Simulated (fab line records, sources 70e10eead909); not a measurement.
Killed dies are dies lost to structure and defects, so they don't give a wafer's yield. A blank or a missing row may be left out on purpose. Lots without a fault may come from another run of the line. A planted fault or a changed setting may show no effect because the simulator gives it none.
A struck lot beside a sound one | flow nand_harc | 14 steps out of a route of 1302
Sound: wafers L355.1, L355.4, L355.6. Struck: wafers L361.1, L361.3, L361.4. The cause comes at the end.
At each step with rows: each side's tool, then ch and its chambers, then its first start. Under that, the readings that differ: sound wafers | struck wafers | difference of the means | sigmas: that difference in standard deviations of wafers without a fault.
alike: readings whose means differ by less than 2 such deviations, and words and numbers that are the same on both sides. not compared: withheld readings, readings that some wafer has no value for, bounds like >300 that may hide the same value, and numbers for which the record gives no deviation and whose values overlap.
The two part at a step that has a row with sigmas, a row that says differs or no value, or rows on one side only. Numbers that don't overlap but have no deviation are shown without sigmas and don't part them. A reading that every wafer of one side lacks parts them only if that side has two wafers or more.

first, 3 steps without rows for these wafers: NHARC_A_STAIRCASE_STRIP_317 (strips in SPM, time 900 s); NHARC_A_STAIRCASE_PRECLEAN_318 (cleans in SC1); NHARC_A_STAIRCASE_SRD_329.
NHARC_A_STAIRCASE_ALD_415: deposits SiO2, target thk 30 nm, pulse time 6 s, ald cycles 300.
  sound on ald_hk-01 ch 2,3, day 17 02:10; struck on ald_hk-01 ch 0,1,3, day 19 21:34
  alike: heater_power_w, precursor_pulse_height_rel
NHARC_A_STAIRCASE_ETCHBACK_416: etches the open film in C4F8/O2/Ar, target depth 36 nm, time 7.2 s.
  sound on rie_diel-11 ch 2,3; struck on rie_diel-04 ch 1,2,3
  alike: oes_product_au, rf_vpp_V
  not compared: rf_hours_counter_h
NHARC_A_STAIRCASE_STRIP_476: strips in O2, time 20 s.
  sound on rie_diel-11 ch 0,3, day 17 04:24; struck on rie_diel-04 ch 1,2,3, day 19 23:34
  alike: drypump_motor_current_A, oes_product_au, rf_vpp_V, showerhead_plenum_p_Torr, throttle_valve_pct
  not compared: rf_hours_counter_h
then, 4 steps without rows for these wafers: NHARC_A_STAIRCASE_DEP_417 (deposits Si3N4, target thk 60 nm); NHARC_A_STAIRCASE_WET_418 (chemistry H3PO4, target depth 20 nm); NHARC_A_STAIRCASE_PRECLEAN_419 (cleans in SC1); NHARC_A_STAIRCASE_SRD_421.
NHARC_A_STAIRCASE_ALD_420: deposits SiO2, target thk 20 nm, pulse time 6 s, ald cycles 200.
  sound on ald_hk-01 ch 0,3, day 17 07:26; struck on ald_hk-03 ch 1,2,3, day 20 02:28
  alike: heater_power_w, precursor_pulse_height_rel
NHARC_A_STAIRCASE_CVD_552: deposits SiNx, target thk 40 nm.
  sound on lpcvd-01 ch 0, day 17 14:07; struck on lpcvd-01 ch 1, day 20 07:02
  no value came back on the struck wafers for pressure_mtorr (mTorr), spike_tc_bottom_C (C); on the sound wafers pressure_mtorr (mTorr) reads 299.7 299.4 299.5
NHARC_A_STAIRCASE_DEP_151: deposits SiO2, target thk 7200 nm.
  sound on pecvd-02 ch 0,2, day 17 17:41; struck on pecvd-04 ch 0,1,2, day 20 10:36
  alike: heater_power_w, mfc_precursor_sccm
-- the record jumps here: 7 days lie between the struck wafers' starts before and after (it left off in module A_STAIRCASE and takes up again in module END, whose first step shown is number 1302 of the route) --
NHARC_END_SORT_01:
  sound on prober-02 ch 0, day 24 07:59; struck on prober-01 ch 0, day 27 07:14
  reading         | sound    | struck      | difference | sigmas
  killed_at_array | 64 59 57 | 542 540 557 | +486       | +30
  killed_dies     | 66 62 58 | 547 547 566 | +491       | +31
  alike: killed_at_other, killed_at_periphery, killed_open, killed_short

WHERE THEY PART
First at NHARC_A_STAIRCASE_CVD_552; last, within this record, at NHARC_END_SORT_01.

WHY: what the simulator had put in
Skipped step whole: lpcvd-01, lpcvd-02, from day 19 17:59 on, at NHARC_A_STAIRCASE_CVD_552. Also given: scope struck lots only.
